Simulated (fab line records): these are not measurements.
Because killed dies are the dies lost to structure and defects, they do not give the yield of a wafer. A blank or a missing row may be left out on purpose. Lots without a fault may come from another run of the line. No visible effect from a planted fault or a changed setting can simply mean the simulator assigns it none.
Chamber matching | flow n5-finfet | 4 sister chambers for N5_BEOL_M2_ETCH_63 on rie-diel-02
The step etches SiARC in CF4, target depth 15.6 nm, time 26 s. 16 wafers are shown with their chamber, then 8 later ones without.

## WAFERS, EACH WITH ITS CHAMBER
wafer  | chamber | showerhead-plenum-p-Torr (Torr) | drypump-motor-current-A (A) | throttle-valve-pct (%)
L076.1 | 3       | 2.20                            | 5.8                         | 15.77
L076.4 | 0       | 2.17                            | 6.3                         | 15.47
L076.6 | 3       | 2.20                            | 5.8                         | 15.77
L077.1 | 1       | 2.14                            | 5.6                         | 15.74
L077.2 | 0       | 2.17                            | 6.2                         | 15.48
L077.5 | 2       | 2.14                            | 4.9                         | 15.84
L078.1 | 1       | 2.14                            | 5.7                         | 15.73
L078.3 | 0       | 2.17                            | 6.2                         | 15.46
L078.4 | 3       | 2.20                            | 5.8                         | 15.76
L080.1 | 2       | 2.14                            | 4.8                         | 15.84
L080.2 | 1       | 2.14                            | 5.7                         | 15.74
L080.5 | 0       | 2.17                            | 6.2                         | 15.49
L082.3 | 2       | 2.14                            | 4.8                         | 15.85
L082.5 | 0       | 2.17                            | 6.2                         | 15.51
L082.6 | 1       | 2.14                            | 5.7                         | 15.75
L087.3 | 0       | 2.16                            | 6.2                         | 15.51

SIGNATURES (means of the wafers above)
reading                  | chamber 0 | chamber 1 | chamber 2 | chamber 3 | scatter within a chamber
showerhead-plenum-p-Torr | 2.1683    | 2.1400    | 2.1400    | 2.2000    | 0.00264
drypump-motor-current-A  | 6.217     | 5.675     | 4.833     | 5.800     | 0.0433
throttle-valve-pct       | 15.4867   | 15.7400   | 15.8433   | 15.7667   | 0.0143
Rule: a wafer's distance from a chamber is the root of the sum, over the readings, of the square of ((its reading less the chamber's mean) divided by the reading's scatter). If the next closest chamber is less than 2 further off than the closest, the wafer can't be placed; otherwise it belongs to the closest. How the scatter is found: for the shown wafers, subtract from each reading the mean of its chamber, square and add these, divide the total by (wafers less chambers), then take the root.

## WAFERS MISSING THEIR CHAMBER
wafer  | showerhead-plenum-p-Torr (Torr) | drypump-motor-current-A (A) | throttle-valve-pct (%)
L087.4 | 2.13                            | 4.8                         | 15.87
L087.6 | 2.19                            | 5.8                         | 15.83
L090.2 | 2.13                            | 4.9                         | 15.89
L090.4 | 2.13                            | 5.7                         | 15.78
L090.5 | 2.16                            | 6.2                         | 15.53
L094.1 | 2.12                            | 4.9                         | 15.93
L094.2 | 2.15                            | 6.3                         | 15.56
L094.6 | 2.12                            | 5.6                         | 15.84

## THE CHAMBER EACH PASSED THROUGH
wafer  | from the rows above | in truth
L087.4 | 2                   | 2
L087.6 | 3                   | 3
L090.2 | 2                   | 2
L090.4 | 1                   | 1
L090.5 | 0                   | 0
L094.1 | 2                   | 2
L094.2 | 0                   | 0
L094.6 | 1                   | 1
Correct placement for 8 of the 8. Left unplaced by these rows: 0. Placed wrongly: 0.
